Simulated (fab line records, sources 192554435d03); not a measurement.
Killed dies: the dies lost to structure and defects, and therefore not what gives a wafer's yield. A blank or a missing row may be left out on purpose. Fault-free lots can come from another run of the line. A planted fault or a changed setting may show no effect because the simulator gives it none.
Which of the tools did it? | flow n5Finfet | 24 lots, 72 wafers sampled, at 4 steps of a route of 1938

== WHAT THE GAUGES READ, wafer by wafer ==
N5_BEOL_M2_CD_MEAS_28: target cd 26.2 nm, target cd y 24.1 nm.
lot  | measured     | on       | cdNm (nm)
L074 | day 6 08:31  | cdSem-03 | 26.12 26.10 26.56
L075 | day 7 02:24  | cdSem-02 | 26.15 26.53 26.64
L076 | day 7 03:32  | cdSem-03 | 26.22 26.16 26.34
L077 | day 7 03:45  | cdSem-03 | 26.40 26.34 26.24
L078 | day 7 05:55  | cdSem-02 | 26.44 26.07 26.37
L079 | day 7 12:22  | cdSem-02 | 26.37 25.95 26.12
L081 | day 8 01:44  | cdSem-03 | 26.46 26.33 26.32
L080 | day 8 05:52  | cdSem-03 | 25.98 26.54 26.39
L082 | day 8 11:38  | cdSem-01 | 26.56 26.17 26.29
L083 | day 8 19:50  | cdSem-02 | 26.35 26.34 26.33
L084 | day 9 01:23  | cdSem-02 | 26.50 26.16 26.53
L085 | day 9 08:25  | cdSem-01 | 26.34 26.05 25.93
L086 | day 9 15:00  | cdSem-02 | 26.42 26.48 26.25
L087 | day 10 04:08 | cdSem-01 | 26.12 26.12 26.34
L088 | day 10 08:38 | cdSem-01 | 26.34 26.05 26.32
L089 | day 10 11:04 | cdSem-03 | 26.27 25.92 26.84
L090 | day 10 15:43 | cdSem-02 | 26.11 26.05 26.23
L091 | day 10 23:35 | cdSem-02 | 26.40 26.05 26.38
L092 | day 11 01:07 | cdSem-02 | 26.13 26.28 26.48
L093 | day 11 04:58 | cdSem-01 | 25.91 26.05 25.83
L094 | day 11 13:32 | cdSem-02 | 26.07 26.44 26.43
L095 | day 11 15:18 | cdSem-01 | 26.39 26.44 26.17
L096 | day 12 03:36 | cdSem-01 | 26.16 26.02 26.60
L097 | day 12 04:41 | cdSem-01 | 26.28 26.41 25.87

N5_BEOL_M4_OVL_MEAS_12.
lot  | measured     | on         | M4_OVL (nm)
L074 | day 7 07:53  | overlay-01 | 0.4 0.4 1.0
L075 | day 8 01:04  | overlay-02 | -0.6 -0.7 -0.3
L076 | day 7 23:54  | overlay-01 | 0.2 -1.0 -0.1
L077 | day 8 06:30  | overlay-02 | -1.1 0.3 0.3
L078 | day 8 06:55  | overlay-01 | -0.1 -0.1 0.4
L079 | day 8 08:08  | overlay-02 | -0.6 -0.9 -2.1
L081 | day 8 18:57  | overlay-01 | -0.2 -0.9 0.0
L080 | day 9 00:11  | overlay-02 | 0.0 -1.3 0.1
L082 | day 9 09:40  | overlay-01 | -1.1 0.2 -0.7
L083 | day 10 00:06 | overlay-01 | 0.4 1.0 0.0
L084 | day 10 01:23 | overlay-01 | -1.3 -1.0 -0.4
L085 | day 10 01:43 | overlay-02 | 0.3 -1.0 0.1
L086 | day 10 08:40 | overlay-02 | 0.0 -0.3 -0.2
L087 | day 11 03:17 | overlay-01 | 0.9 0.3 0.4
L088 | day 11 05:55 | overlay-01 | -1.4 0.1 -0.5
L089 | day 11 07:35 | overlay-01 | -0.3 -0.8 0.1
L090 | day 11 08:25 | overlay-02 | -1.5 -1.1 -0.6
L091 | day 11 15:13 | overlay-02 | -1.0 -0.3 -1.2
L092 | day 11 19:56 | overlay-01 | 0.4 0.0 0.4
L093 | day 11 20:40 | overlay-02 | -1.3 -0.5 -1.2
L094 | day 12 15:25 | overlay-02 | -1.4 -0.4 -1.9
L095 | day 12 20:49 | overlay-02 | 0.0 -0.9 -0.8
L096 | day 13 01:47 | overlay-01 | 0.0 -1.0 -0.3
L097 | day 13 02:30 | overlay-01 | -0.5 0.7 0.1

== WHICH TOOL RAN EACH LOT (tool, then ch and the chambers of the sampled wafers, then the start) ==
lot  | N5_BEOL_M2_SPUTTER_96       | N5_BEOL_M3_DESCUM_33
L074 | pvdSputter-02, day 6 21:42  | rieDiel-04 ch 0,3, day 7 00:37
L075 | pvdSputter-02, day 7 10:11  | rieDiel-02 ch 0,1,2, day 7 13:05
L076 | pvdSputter-03, day 7 10:23  | rieDiel-04 ch 0,1, day 7 13:50
L077 | pvdSputter-01, day 7 10:31  | rieDiel-05 ch 0,1, day 7 14:05
L078 | pvdSputter-02, day 7 12:06  | rieDiel-02 ch 0,1,2, day 7 15:00
L079 | pvdSputter-02, day 7 19:49  | rieDiel-04 ch 1,2,3, day 8 00:37
L081 | pvdSputter-01, day 8 08:34  | rieDiel-02 ch 1,2, day 8 11:59
L080 | pvdSputter-02, day 8 10:42  | rieDiel-05 ch 1,2,3, day 8 14:49
L082 | pvdSputter-01, day 8 18:16  | rieDiel-05 ch 1,3, day 8 22:58
L083 | pvdSputter-02, day 9 08:47  | rieDiel-04 ch 0,1,2, day 9 12:05
L084 | pvdSputter-03, day 9 09:05  | rieDiel-02 ch 0,1, day 9 13:00
L085 | pvdSputter-03, day 9 11:51  | rieDiel-04 ch 0,2, day 9 15:16
L086 | pvdSputter-03, day 9 23:09  | rieDiel-04 ch 0,2,3, day 10 02:35
L087 | pvdSputter-02, day 10 10:38 | rieDiel-02 ch 1,3, day 10 15:21
L088 | pvdSputter-03, day 10 13:17 | rieDiel-02 ch 0,1,2, day 10 18:05
L089 | pvdSputter-02, day 10 16:22 | rieDiel-05 ch 1,2,3, day 10 20:12
L090 | pvdSputter-01, day 10 21:20 | rieDiel-05 ch 1,2,3, day 11 01:34
L091 | pvdSputter-01, day 11 06:26 | rieDiel-02 ch 1,3, day 11 09:32
L092 | pvdSputter-03, day 11 07:26 | rieDiel-04 ch 0,3, day 11 11:25
L093 | pvdSputter-01, day 11 09:55 | rieDiel-05 ch 0,2,3, day 11 14:16
L094 | pvdSputter-03, day 11 19:17 | rieDiel-05 ch 0,2, day 12 01:20
L095 | pvdSputter-02, day 11 22:17 | rieDiel-04 ch 0,1,3, day 12 03:13
L096 | pvdSputter-03, day 12 08:40 | rieDiel-05 ch 0,2, day 12 12:04
L097 | pvdSputter-03, day 12 12:13 | rieDiel-02 ch 1,2, day 12 16:19
- N5_BEOL_M2_SPUTTER_96: material Cu, target thk 4.5 nm, time 8.29 s.
- N5_BEOL_M3_DESCUM_33: chemistry O2, time 7 s.

== WHAT THE TOOLS THEMSELVES READ (means of the sampled wafers that have a number; where no wafer has one, the mark that the record gives instead) ==
N5_BEOL_M2_SPUTTER_96.
lot  | tool          | chamberPressurePa (Pa) | throttleValvePct (%)
L074 | pvdSputter-02 | 0.07003                | 30.6
L075 | pvdSputter-02 | 0.06983                | 31.1
L076 | pvdSputter-03 | 0.06991                | 29.7
L077 | pvdSputter-01 | 0.06989                | 31.0
L078 | pvdSputter-02 | 0.07000                | 30.3
L079 | pvdSputter-02 | 0.06997                | 29.7
L081 | pvdSputter-01 | 0.06988                | 30.4
L080 | pvdSputter-02 | 0.07007                | 30.7
L082 | pvdSputter-01 | 0.07004                | 31.0
L083 | pvdSputter-02 | 0.07000                | 29.9
L084 | pvdSputter-03 | 0.07007                | 30.7
L085 | pvdSputter-03 | 0.06999                | 29.7
L086 | pvdSputter-03 | 0.06992                | 30.4
L087 | pvdSputter-02 | 0.06996                | 30.7
L088 | pvdSputter-03 | 0.06993                | 30.3
L089 | pvdSputter-02 | 0.06998                | 30.4
L090 | pvdSputter-01 | 0.07003                | 30.6
L091 | pvdSputter-01 | 0.07001                | 31.1
L092 | pvdSputter-03 | 0.07006                | 30.2
L093 | pvdSputter-01 | 0.06999                | 30.9
L094 | pvdSputter-03 | 0.06988                | 29.7
L095 | pvdSputter-02 | 0.06999                | 29.6
L096 | pvdSputter-03 | 0.07005                | 30.1
L097 | pvdSputter-03 | 0.07005                | 30.3

N5_BEOL_M3_DESCUM_33.
lot  | tool       | drypumpMotorCurrentA (A) | oesProductAu (a.u.) | rfVppV (V) | showerheadPlenumPTorr (Torr) | throttleValvePct (%)
L074 | rieDiel-04 | 5.3                      | 0.71                | 242.4      | 2.05                         | 20.35
L075 | rieDiel-02 | 6.0                      | 0.76                | 242.7      | 2.10                         | 20.67
L076 | rieDiel-04 | 5.2                      | 0.84                | 244.2      | 2.09                         | 20.43
L077 | rieDiel-05 | 6.2                      | 0.79                | 244.0      | 2.14                         | 20.52
L078 | rieDiel-02 | 6.0                      | 0.75                | 243.6      | 2.10                         | 20.67
L079 | rieDiel-04 | 5.6                      | 0.78                | 242.8      | 2.10                         | 20.46
L081 | rieDiel-02 | 6.1                      | 0.75                | 242.7      | 2.08                         | 20.74
L080 | rieDiel-05 | 5.9                      | 0.72                | 243.5      | 2.12                         | 20.41
L082 | rieDiel-05 | 6.2                      | 0.75                | 243.8      | 2.08                         | 20.47
L083 | rieDiel-04 | 5.5                      | 0.77                | 243.1      | 2.07                         | 20.52
L084 | rieDiel-02 | 5.9                      | 0.74                | 241.1      | 2.05                         | 20.71
L085 | rieDiel-04 | 5.9                      | 0.73                | 242.9      | 2.05                         | 20.60
L086 | rieDiel-04 | 5.6                      | 0.81                | 242.3      | 2.04                         | 20.33
L087 | rieDiel-02 | 5.9                      | 0.73                | 242.7      | 2.05                         | 20.42
L088 | rieDiel-02 | 6.1                      | 0.74                | 242.4      | 2.09                         | 20.70
L089 | rieDiel-05 | 5.9                      | 0.71                | 243.7      | 2.12                         | 20.44
L090 | rieDiel-05 | 5.9                      | 0.71                | 242.8      | 2.12                         | 20.43
L091 | rieDiel-02 | 5.9                      | 0.74                | 243.0      | 2.03                         | 20.63
L092 | rieDiel-04 | 5.2                      | 0.78                | 241.6      | 2.00                         | 20.29
L093 | rieDiel-05 | 5.9                      | 0.75                | 242.9      | 2.10                         | 20.47
L094 | rieDiel-05 | 5.6                      | 0.73                | 243.8      | 2.14                         | 20.42
L095 | rieDiel-04 | 5.2                      | 0.83                | 243.2      | 2.06                         | 20.29
L096 | rieDiel-05 | 5.5                      | 0.73                | 243.8      | 2.14                         | 20.43
L097 | rieDiel-02 | 6.1                      | 0.73                | 243.1      | 2.06                         | 20.80

== THE ANSWER, worked out from the rows above alone ==
Rule: the lots themselves supply what counts as usual. The widest of any qualifying gaps counts: lots, ordered by their means at a reading, are off when they make up no more than a third of the lots, leave a main group of 4 or more, and stand apart from it by 3 or more times the standard deviation of that group's means. A main group whose means are all the same, to the digits that the tables above print for the reading, isn't used. Also off: a lot with no number at a reading for which 4 or more lots have one. The other lots that the step has rows for count as sound. First the gauges in route order, then the tools' own readings, where a lot's mean is used as printed above. At the first step where some lot is off, the reading lying furthest off is the one used; lots without a number count as furthest.
No lot is off on any of the readings shown, so nothing can be concluded from this.

== WHAT THE SIMULATOR HAD INSERTED ==
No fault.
